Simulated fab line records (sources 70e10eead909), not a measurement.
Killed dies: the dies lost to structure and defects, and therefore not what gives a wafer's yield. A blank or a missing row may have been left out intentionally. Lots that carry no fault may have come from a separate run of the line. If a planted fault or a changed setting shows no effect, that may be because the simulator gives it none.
One fault seen from 3 desks -- flow nandHarc -- each desk has only its own numbers; what lay behind them comes last

== DESK OF THE TOOL OWNER: harEtch-01 ==
The tool's own readings at NHARC_A_CHANNEL_HOLE_D2_ETCH_19 (etches the open film in C4F8/O2/Ar, time 34.5 s): means of the sampled wafers that have a number, for each lot that ran on this tool. Marked OUT: a lot whose mean sits more than 4 standard deviations from the usual mean, which makes it out of limits; the brackets give that distance.
Columns: A = drypumpMotorCurrentA at NHARC_A_CHANNEL_HOLE_D2_ETCH_19, usual 5.85 A; B = showerheadPlenumPTorr at NHARC_A_CHANNEL_HOLE_D2_ETCH_19, usual 3.73 Torr; C = throttleValvePct at NHARC_A_CHANNEL_HOLE_D2_ETCH_19, usual 37.038 %
lot,first seen here,A,B,C
L538,day 13 22:06,5.92,3.66,37.038
L539,day 14 02:20,5.88,3.70,37.035
L541,day 14 22:06,5.93,3.65,37.044
L542,day 15 02:16,5.87,3.69,37.029
L549,day 17 23:51,5.88,3.66,37.041
L554,day 19 22:52,5.87,3.65,37.039
L555,day 21 00:31,5.87,3.64,37.042
L558,day 21 13:46,5.92,3.59,37.027
L557,day 22 12:58,5.88,3.63,37.032
Result from this desk: across the 9 lots, nothing is out of limits.

== AT THE METROLOGY DESK ==
Lot by lot, what the gauges showed, no matter which tool ran the lot: averages of those sampled wafers that carry a number. Marked OUT: a lot whose mean sits more than 4 standard deviations from the usual mean, which makes it out of limits; the brackets give that distance.
Columns: A = cdNm at NHARC_A_CHANNEL_HOLE_D2_CD_MEAS_18, usual 99.8 nm
lot,first seen here,A
L537,day 13 00:53,100.0
L538,day 13 22:02,100.6
L539,day 14 00:03,100.2
L541,day 14 22:01,96.4
L542,day 15 01:38,98.6
L549,day 17 21:50,100.2
L554,day 19 22:48,100.3
L553,day 20 00:41,99.7
L556,day 20 22:07,100.3
L555,day 20 22:16,101.1
L558,day 21 13:41,100.0
L557,day 22 12:53,99.7
Result from this desk: across the 12 lots, nothing is out of limits.

== THE DEFECT DESK ==
Inspection counts along the route, by lot: the mean over sampled wafers that carry a number. Marked OUT: a lot whose mean sits more than 4 standard deviations from the usual mean, which makes it out of limits; the brackets give that distance.
Columns: A = rawDefectCount at NHARC_A_CHANNEL_HOLE_D2_INSPECT_40, usual 298
lot,first seen here,A
L537,day 13 06:39,287
L538,day 14 03:49,289
L539,day 14 07:59,315
L541,day 15 03:49,925 (+8.1) OUT
L542,day 15 07:59,961 (+8.6) OUT
L549,day 18 05:32,371
L554,day 20 04:35,262
L553,day 20 06:50,259
L556,day 21 05:55,278
L555,day 21 06:13,351
L558,day 21 19:28,263
L557,day 22 18:39,257
This desk's finding: out of limits on L541, L542; first on L541, day 15 03:49 (rawDefectCount at NHARC_A_CHANNEL_HOLE_D2_INSPECT_40). L537, L538, L539, L549, L554, L553, L556, L555, L558, L557 stayed within limits.

== BROUGHT TOGETHER ==
The defect desk could have raised an alarm at day 15 03:49, on L541, L542.
The desk of the tool owner found nothing out of limits.
From the metrology desk's view, nothing was out of limits.
The tool owner's desk has L541, L542 on record, within its limits.
The metrology desk has L541, L542 on record, within its limits.
All the named lots went through NHARC_A_CHANNEL_HOLE_D2_ETCH_19 on harEtch-01.

== WHAT THE SIMULATOR PUT IN ==
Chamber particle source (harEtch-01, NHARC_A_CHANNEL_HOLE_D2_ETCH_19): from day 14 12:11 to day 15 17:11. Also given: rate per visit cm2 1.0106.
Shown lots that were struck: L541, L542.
Hours from the fault's start to each desk's first reading out of limits: the defect desk, 16.
